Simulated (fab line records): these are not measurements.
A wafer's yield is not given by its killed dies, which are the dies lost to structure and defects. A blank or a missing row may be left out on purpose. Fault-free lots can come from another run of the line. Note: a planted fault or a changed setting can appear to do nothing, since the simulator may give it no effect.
Tool commonality check	flow nandHarc	Sample size 2 lots and 6 wafers

REASON IT WAS OPENED
On 2 of the 2 lots, a flag is raised at NHARC_END_SORT_01 on the reading killedAtArray. No-fault wafers: 26, standard deviation 9.7.
Rule: a lot gets a flag if all its wafers with a number sit over 4 standard deviations from that mean, or if no wafer of it has a number. The other lots count as sound.

lot	measured	on	killedAtArray, wafer by wafer	flag
L124	day 23 21:55	prober-01	111 140 110	FLAGGED
L129	day 24 08:17	prober-02	129 120 101	FLAGGED
The numbers of the flagged lots are 118 on average: +92 against the usual, or +10 standard deviations.

LOT BY LOT: THE TOOL USED
Before the reading, the record contains 3 process steps out of a 1159-step route. In each cell: the tool, then ch and the chambers that the sampled wafers went through, then the start.
lot	flag	NHARC_A_CONTACT_ETCH_124	NHARC_A_BONDPAD_CMP_29	NHARC_A_BONDPAD_ETCH_12
L124	FLAGGED	harCapEtch-01 ch 0,1, day 20 16:59	cmp-01 ch 0,1,2, day 22 02:43	rieDiel-03 ch 0,1,2, day 23 21:55 or earlier
L129	FLAGGED	harCapEtch-01 ch 0,1, day 21 07:12	cmp-03 ch 0,1,3, day 22 16:29	rieDiel-13 ch 2,3, day 24 08:17 or earlier
What the steps here do:
- NHARC_A_CONTACT_ETCH_124: etches the open film in C4F8/O2/Ar, time 140 s, target depth 700 nm.
- NHARC_A_BONDPAD_CMP_29: polishes SiCN, target thk 200 nm.
- NHARC_A_BONDPAD_ETCH_12: etches the open film in CHF3/O2, target depth 220 nm, time 110 s.
- NHARC_END_SORT_01

FLAGGED AGAINST TOTAL, ONE TOOL AT A TIME (gauges that did the reading follow at the end)
step	tool	lots run	flagged	share of the flagged lots	sound lots run after its first flagged lot
NHARC_A_CONTACT_ETCH_124	harCapEtch-01	2	2	all	0
NHARC_A_BONDPAD_CMP_29	cmp-01	1	1	some	0
NHARC_A_BONDPAD_CMP_29	cmp-03	1	1	some	0
NHARC_A_BONDPAD_ETCH_12	rieDiel-03	1	1	some	0
NHARC_A_BONDPAD_ETCH_12	rieDiel-13	1	1	some	0
NHARC_END_SORT_01	prober-01	1	1	some	0
NHARC_END_SORT_01	prober-02	1	1	some	0
NHARC_A_BONDPAD_ETCH_12 gives no start for some lots, so the hours and the order of its lots are those of NHARC_END_SORT_01.

WHAT THE TABLE PERMITS
All flagged lots share 1 row of the table, namely harCapEtch-01 at NHARC_A_CONTACT_ETCH_124.
- harCapEtch-01 at NHARC_A_CONTACT_ETCH_124 ran 2 lots, 2 of them flagged. No sound lot ran on it before its first flagged lot in this sample; the start therefore can't be narrowed down.
Left over: one tool, harCapEtch-01 at NHARC_A_CONTACT_ETCH_124.

WHAT HAD BEEN PUT IN BY THE SIMULATOR
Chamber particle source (harCapEtch-01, NHARC_A_CONTACT_ETCH_124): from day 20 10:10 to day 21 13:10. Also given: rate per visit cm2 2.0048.
Shown lots that were struck: L124, L129. This agrees with what the rule above found.
